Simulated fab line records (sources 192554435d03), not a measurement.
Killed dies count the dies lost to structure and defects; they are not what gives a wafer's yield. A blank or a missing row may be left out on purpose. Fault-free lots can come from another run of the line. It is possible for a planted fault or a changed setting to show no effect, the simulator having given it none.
Which tool did it? ; flow n5-finfet ; 16 wafers from 6 lots sampled at 4 of the route's 1938 steps

## WHAT THE GAUGES READ, wafer by wafer
N5_FIN_SAQP_THK_MEAS_07.
lot;measured;on;thk-nm (nm)
L267;day 2 09:13;film-metro-01;59.3 60.6 59.9
L271;day 3 08:54;film-metro-02;59.1 59.0 59.5
L273;day 3 22:07;film-metro-02;59.5 60.0
L279;day 5 09:02;film-metro-01;59.0 59.5
L283;day 6 10:22;film-metro-02;60.7 59.7 61.4
L287;day 7 09:48;film-metro-02;58.4 60.3 60.3

## WHAT TOOL EACH LOT RAN ON (gives the tool, then ch and the chambers of the sampled wafers, and finally the start)
lot;N5_WELL_APT_RTA_34;N5_FIN_SAQP_ALD_61;N5_FIN_SAQP_DENSIFY_62
L267;rtp-anneal-02 ch 0, day 2 04:21;ald-sin-03 ch 0,2,3, day 2 08:31;rtp-anneal-02 ch 0, day 2 08:43
L271;rtp-anneal-01 ch 0, day 3 03:48;ald-sin-03 ch 0,3, day 3 08:10;rtp-anneal-02 ch 0, day 3 08:22
L273;rtp-anneal-02 ch 0, day 3 16:24;ald-sin-03 ch 2,3, day 3 21:22;rtp-anneal-02 ch 0, day 3 21:37
L279;rtp-anneal-02 ch 0, day 5 03:52;ald-sin-03 ch 1,2, day 5 08:20;rtp-anneal-01 ch 0, day 5 08:32
L283;rtp-anneal-01 ch 0, day 6 04:02;ald-sin-02 ch 1,2, day 6 09:27;rtp-anneal-01 ch 0, day 6 09:51
L287;rtp-anneal-01 ch 0, day 7 03:50;ald-sin-04 ch 0,2,3, day 7 08:29;rtp-anneal-01 ch 0, day 7 09:13
- N5_WELL_APT_RTA_34: time 10 s.
- N5_FIN_SAQP_ALD_61: deposits SiO2, target thk 4 nm, pulse time 1 s, purge time 2 s.
- N5_FIN_SAQP_DENSIFY_62: time 60 s.

## THE ANSWER, worked out from the rows above alone
Rule: usual is defined by the lots themselves. The widest of any qualifying gaps counts: lots, ordered by their means at a reading, are off when they make up no more than a third of the lots, leave a main group of 4 or more, and stand apart from it by 3 or more times the standard deviation of that group's means. The tables above print the reading to a certain number of digits; a main group whose means all agree to those digits is not used. A lot without any number at a reading at which 4 lots or more have one is off too. Where the step has rows for the other lots, those lots are counted as sound.
Across all readings shown, no lot is off: no conclusion can be drawn from this.

## WHAT THE SIMULATOR HAD PUT IN
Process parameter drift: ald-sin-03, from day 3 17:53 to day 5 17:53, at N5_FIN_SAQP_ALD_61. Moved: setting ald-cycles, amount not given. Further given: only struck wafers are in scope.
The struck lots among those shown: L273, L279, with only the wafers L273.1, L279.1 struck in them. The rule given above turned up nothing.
